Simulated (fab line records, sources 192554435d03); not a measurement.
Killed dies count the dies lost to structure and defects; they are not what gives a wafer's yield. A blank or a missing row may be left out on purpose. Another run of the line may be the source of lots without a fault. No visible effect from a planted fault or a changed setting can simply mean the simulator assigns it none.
Matching of chambers ; flow n5_finfet ; rie_diel-03 running N5_MOL_CONTACT_COAG_STRIP_98: 4 sister chambers
The step strips in N2/H2. 16 wafers are shown with their chamber, then 8 later ones without.

## EACH WAFER AND ITS CHAMBER
wafer;chamber;showerhead_plenum_p_Torr (Torr);drypump_motor_current_A (A);throttle_valve_pct (%)
L075.1;0;3.29;6.1;19.4
L075.2;2;3.42;6.7;18.7
L075.6;0;3.29;6.0;19.4
L076.3;2;3.42;6.7;18.7
L076.4;0;3.29;6.1;19.4
L076.6;2;3.42;6.7;18.7
L078.2;0;3.29;6.0;19.5
L078.3;2;3.42;6.7;18.7
L078.6;2;3.42;6.7;18.7
L080.2;1;3.43;6.5;18.6
L080.4;0;3.28;6.0;19.5
L080.5;3;3.46;5.6;19.4
L081.1;3;3.46;5.6;19.5
L081.2;2;3.41;6.8;18.7
L081.6;1;3.43;6.5;18.6
L083.2;0;3.28;6.0;19.4

SIGNATURES (averages over the wafers above)
reading;chamber 0;chamber 1;chamber 2;chamber 3;scatter within a chamber
showerhead_plenum_p_Torr;3.2867;3.4300;3.4183;3.4600;0.00425
drypump_motor_current_A;6.033;6.500;6.717;5.600;0.0425
throttle_valve_pct;19.433;18.600;18.700;19.450;0.0391
Rule: a wafer's distance from a chamber is the root of the sum, over the readings, of the square of ((its reading less the chamber's mean) divided by the reading's scatter). The wafer belongs to the nearest chamber; if the next one is less than 2 further off, it can't be placed. How the scatter is found: for the shown wafers, subtract from each reading the mean of its chamber, square and add these, divide the total by (wafers less chambers), then take the root.

## WAFERS WHOSE CHAMBER IS MISSING
wafer;showerhead_plenum_p_Torr (Torr);drypump_motor_current_A (A);throttle_valve_pct (%)
L083.3;3.46;5.6;19.5
L083.6;3.46;5.6;19.5
L086.2;3.46;5.6;19.5
L086.4;3.42;6.5;18.6
L086.5;3.42;6.5;18.6
L096.2;3.41;6.5;18.6
L096.5;3.45;5.6;19.5
L096.6;3.27;6.0;19.5

## THE CHAMBER EACH PASSED THROUGH
wafer;from the rows above;in truth
L083.3;3;3
L083.6;3;3
L086.2;3;3
L086.4;1;1
L086.5;1;1
L096.2;can't be placed: 1 or 2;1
L096.5;3;3
L096.6;0;0
Correct placement for 7 of the 8. Cannot be placed on the basis of these rows: 1; the candidates contain the true chamber in 1. 0 placed wrongly.
